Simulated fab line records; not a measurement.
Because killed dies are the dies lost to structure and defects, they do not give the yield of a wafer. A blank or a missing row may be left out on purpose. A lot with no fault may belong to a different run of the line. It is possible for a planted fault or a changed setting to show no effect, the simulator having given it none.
Chamber matching | flow n5Finfet | N5_BEOL_M6_ETCH_72 on rieDiel-03 has 4 sister chambers
The step etches underlayer in N2/H2, target depth 6.5 nm, time 5.2 s. 14 wafers are shown with their chamber, then 7 later ones without.

WAFERS, EACH WITH ITS CHAMBER
wafer  | chamber | showerheadPlenumPTorr (Torr) | throttleValvePct (%) | oesProductAu (a.u.)
L079.1 | 0       | 2.46                         | 18.06                | 0.68
L079.4 | 0       | 2.46                         | 18.07                | 0.68
L079.6 | 3       | 2.61                         | 17.99                | 0.81
L080.2 | 2       | 2.57                         | 17.90                | 0.69
L080.4 | 0       | 2.46                         | 18.07                | 0.69
L080.5 | 2       | 2.57                         | 17.93                | 0.70
L084.1 | 2       | 2.56                         | 17.94                | 0.67
L084.3 | 0       | 2.46                         | 18.07                | 0.68
L084.4 | 1       | 2.57                         | 17.65                | 0.68
L091.2 | 2       | 2.56                         | 17.98                | 0.68
L091.5 | 0       | 2.46                         | 18.10                | 0.67
L091.6 | 1       | 2.57                         | 17.71                | 0.69
L093.2 | 3       | 2.60                         | 18.03                | 0.77
L093.4 | 0       | 2.45                         | 18.11                | 0.66

SIGNATURES (averages over the wafers above)
reading               | chamber 0 | chamber 1 | chamber 2 | chamber 3 | scatter within a chamber
showerheadPlenumPTorr | 2.4583    | 2.5700    | 2.5650    | 2.6050    | 0.00483
throttleValvePct      | 18.0800   | 17.6800   | 17.9375   | 18.0100   | 0.0281
oesProductAu          | 0.6767    | 0.6850    | 0.6850    | 0.7900    | 0.0137
Rule: a wafer's distance from a chamber is the root of the sum, over the readings, of the square of ((its reading less the chamber's mean) divided by the reading's scatter). If the next closest chamber is less than 2 further off than the closest, the wafer can't be placed; otherwise it belongs to the closest. The scatter: the root of (the sum of the squares of (reading less its chamber's mean) over the shown wafers, divided by (wafers less chambers)).

WAFERS MISSING THEIR CHAMBER
wafer  | showerheadPlenumPTorr (Torr) | throttleValvePct (%) | oesProductAu (a.u.)
L093.6 | 2.57                         | 17.68                | 0.68
L095.2 | 2.56                         | 17.98                | 0.68
L095.5 | 2.56                         | 17.98                | 0.68
L095.6 | 2.60                         | 18.03                | 0.76
L097.1 | 2.57                         | 17.68                | 0.68
L097.5 | 2.60                         | 18.02                | 0.77
L097.6 | 2.45                         | 18.08                | 0.66

EACH ONE'S CHAMBER
wafer  | from the rows above | in truth
L093.6 | 1                   | 1
L095.2 | 2                   | 2
L095.5 | 2                   | 2
L095.6 | 3                   | 3
L097.1 | 1                   | 1
L097.5 | 3                   | 3
L097.6 | 0                   | 0
Placed correctly: 7 of 7. Number that these rows cannot place: 0. Wrongly placed: 0.
